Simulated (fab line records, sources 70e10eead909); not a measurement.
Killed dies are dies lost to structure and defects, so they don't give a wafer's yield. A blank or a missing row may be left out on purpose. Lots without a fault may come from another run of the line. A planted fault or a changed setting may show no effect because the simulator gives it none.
fab line records | flow nand_harc
record lots=7 wafers=21 last_day=34
route steps=1302 shown P_BONDPAD@387 A_START@389 A_ZERO_WELL@390
lots that met no fault: from a run of the same line without faults
start_h: hours from the record's first day to the start of the lot's first wafer shown | wait_h: hours since the lot's step before | " the same as in the row above | L1.1+2: a row that stands for several wafers | - no value, or no start given | * or withheld: withheld | < > ~ a bound
route shown NAME@n: a module of which the file shows steps, and the number in the route of the first | usual: mean/standard deviation of fault-free wafers | same: alike in all rows | chamber/n: place in a boat | sites: the reading at each site | _std_site: their standard deviation | _edge_site: outer sites' mean less inner sites' | radius_mm: how far each site lies from the wafer's centre | mask NAME#n: copy n | behind: the tool/chamber that last shaped the wafer | hold: why the lot was held/for how many hours/how that ended | device: the transistor (n, p or np) that didn't switch | end of line: the same wafers' tests at the end of the route | a step without rows: its recipe alone | killed: dies lost to structure and defects at the first sort, not the wafer's yield | map: a wafer's dies, x killed, . not, _ none there
set.NAME: the setting as run; set.NAME@STEP: as run at that earlier step | model.NAME: the simulator's own value behind a step, which no gauge read
lots at some steps of the route; a table a step, a row a wafer
services: from which hour (start_h, from the record's first day; less than 0 if before it) a tool's chamber was out of use, for how many hours, and why
## steps
# step NHARC_P_BONDPAD_PRECLEAN_30
# recipe time_s=300 temp_c=23 chemistry=DIW
# step NHARC_P_BONDPAD_SRD_31
# recipe time_s=30 temp_c=23 dry_time_s=20 spin_rpm=1500
# step NHARC_A_START_INSPECT_01
# usual raw_defect_count=3.2/1.8
# columns lot.wafer tool chamber start_h wait_h raw_defect_count
L903.2 defect_inspect-02 - 214.15 - 1
L903.3 " - " " 3
L903.6 " - " " 2
L905.2 defect_inspect-02 - 240.54 - 1
L905.4 " - " " 6
L905.5 " - " " 1
L908.3 defect_inspect-02 - 262.27 - 4
L908.4 " - " " 2
L908.5 " - " " 0
L909.2 defect_inspect-01 - 265.36 - 1
L909.3 " - " " 4
L909.4 " - " " 2
L910.1 defect_inspect-01 - 283.90 - 2
L910.4 " - " " 3
L910.5 " - " " 2
L918.1 defect_inspect-01 - 355.05 - 3
L918.2 " - " " 2
L918.5 " - " " 2
L919.1 defect_inspect-02 - 366.32 - 1
L919.5 " - " " 0
L919.6 " - " " 4
# step NHARC_A_ZERO_WELL_PRECLEAN_00
# recipe time_s=600 temp_c=120 chemistry=SPM
# step NHARC_A_ZERO_WELL_SRD_01
# step NHARC_A_ZERO_WELL_DEHYDRATE_02
# recipe temp_c=150 time_s=120
# step NHARC_A_ZERO_WELL_HMDS_03
# recipe time_s=30
# step NHARC_A_ZERO_WELL_COAT_18
# recipe temp_c=200 time_s=65
# step NHARC_A_ZERO_WELL_COAT_04
# recipe spin_rpm=2000 resist_thk_nm=600
# step NHARC_A_ZERO_WELL_SOFTBAKE_05
# recipe temp_c=125 time_s=70
# step NHARC_A_ZERO_WELL_EBR_06
# step NHARC_A_ZERO_WELL_EXPOSE_07
# recipe na=0.55 dose_mj=33.85 mask_id=A_ZERO
# step NHARC_A_ZERO_WELL_PEB_08
# recipe peb_temp_c=128 peb_time_s=80
# usual chill_plate_temp_C=22.99/0.1 exhaust_pa=45.1/1
# columns lot.wafer tool chamber start_h wait_h chill_plate_temp_C exhaust_pa
L903.2 litho_track-05 0 214.91 0.1 22.95 45.7
L903.3 " 0 " " 23.11 44.6
L903.6 " 0 " " 23.06 44.7
L905.2 litho_track-03 0 241.29 0.1 23.05 46.4
L905.4 " 0 " " 22.94 46.9
L905.5 " 0 " " 23.13 46.3
L908.3 litho_track-05 - 262.89 0.1 - -
L908.4 " - " " - -
L908.5 " - " " - -
L909.2 litho_track-05 - 265.99 0.1 - -
L909.3 " - " " - -
L909.4 " - " " - -
L910.1 litho_track-05 - 284.66 0.1 - -
L910.4 " - " " - -
L910.5 " - " " - -
L918.1 litho_track-05 0 355.68 0.1 22.79 45.1
L918.2 " 0 " " 22.80 45.5
L918.5 " 0 " " 22.76 46.8
L919.1 litho_track-02 0 367.08 0.1 22.93 45.7
L919.5 " 0 " " 23.00 44.7
L919.6 " 0 " " 23.05 46.6
# step NHARC_A_ZERO_WELL_DEVELOP_09
# recipe time_s=50 dev_temp_c=22
## services
# columns tool chamber start_h hours kind
litho_track-02 - 227.00 7.0 pm
litho_track-03 - 275.00 7.0 pm
litho_track-05 - 299.00 7.0 pm
## key
first_sign step=NHARC_A_ZERO_WELL_PEB_08 reading=tool_record direction=missing
effect none on later readings
met_at NHARC_A_ZERO_WELL_PEB_08
struck_wafers L908.3,L908.4,L908.5,L909.2,L909.3,L909.4,L910.1,L910.4,L910.5
later_rows_left_out L908.3,L908.4,L908.5,L909.2,L909.3,L909.4,L910.1,L910.4,L910.5
sort_left_out L908.3,L908.4,L908.5,L909.2,L909.3,L909.4,L910.1,L910.4,L910.5
tester_left_out L908,L909,L910
onset_between 214.91 262.89
fault kind=skipped_step_whole tool=litho_track-05 chamber=- onset_h=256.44 steps=NHARC_A_ZERO_WELL_PEB_08 scope=struck_lots_only
# tester_left_out: of these lots the tester's yield and bins aren't shown, on N5 and GAA mostly nor the transistor test; their killed dies are dies lost to structure and defects alone, not to doping, threshold or leakage, so they don't give the yield
# sort_left_out: the simulated sort isn't trusted on such a fault, so these wafers' sort isn't shown, and their yield isn't known
# later_rows_left_out: the simulator's readings of these wafers behind a module that went badly wrong aren't trusted and aren't shown, but for the sort
